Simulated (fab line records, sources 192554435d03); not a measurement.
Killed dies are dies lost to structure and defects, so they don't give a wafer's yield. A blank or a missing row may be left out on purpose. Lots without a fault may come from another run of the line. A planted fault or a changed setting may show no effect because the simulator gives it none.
Chamber matching | flow n5_finfet | N5_BEOL_M14_TRENCH_ETCH_34 on rie_diel-04: 4 sister chambers
The step etches SiO2 in C4F8/O2/Ar, target depth 556.65 nm, time 126.9 s. 8 wafers are shown with their chamber, then 10 later ones without.

WAFERS WITH THEIR CHAMBER
wafer  | chamber | throttle_valve_pct (%) | rf_vpp_V (V)
L079.1 | 3       | 30.28                  | 2202
L079.5 | 3       | 30.28                  | 2201
L079.6 | 2       | 30.81                  | 2190
L085.1 | 0       | 30.80                  | 2211
L085.3 | 2       | 30.82                  | 2191
L085.5 | 1       | 30.83                  | 2234
L088.1 | 0       | 30.80                  | 2212
L088.4 | 1       | 30.83                  | 2233

WAFERS WITHOUT THEIR CHAMBER
wafer  | throttle_valve_pct (%) | rf_vpp_V (V)
L088.5 | 30.83                  | 2191
L089.1 | 30.80                  | 2212
L089.4 | 30.33                  | 2200
L089.6 | 30.34                  | 2199
L094.2 | 30.80                  | 2212
L094.3 | 30.84                  | 2234
L094.6 | 30.80                  | 2211
L095.2 | 30.33                  | 2200
L095.5 | 30.32                  | 2199
L095.6 | 30.84                  | 2188

WHICH CHAMBER EACH WENT THROUGH
wafer  | from the rows above | in truth
L088.5 | 2                   | 2
L089.1 | 0                   | 0
L089.4 | 3                   | 3
L089.6 | 3                   | 3
L094.2 | 0                   | 0
L094.3 | 1                   | 1
L094.6 | 0                   | 0
L095.2 | 3                   | 3
L095.5 | 3                   | 3
L095.6 | 2                   | 2
Placed correctly: 10 of 10. Can't be placed from these rows: 0. Placed wrongly: 0.
How it was worked out, from the rows above alone: a wafer's distance from a chamber is the root of the sum, over the readings, of the square of ((its reading less the chamber's mean) divided by the reading's scatter). The wafer belongs to the nearest chamber; if the next one is less than 2 further off, it can't be placed. A chamber's mean is the mean of its shown wafers. The scatter: the root of (the sum of the squares of (reading less its chamber's mean) over the shown wafers, divided by (wafers less chambers)).
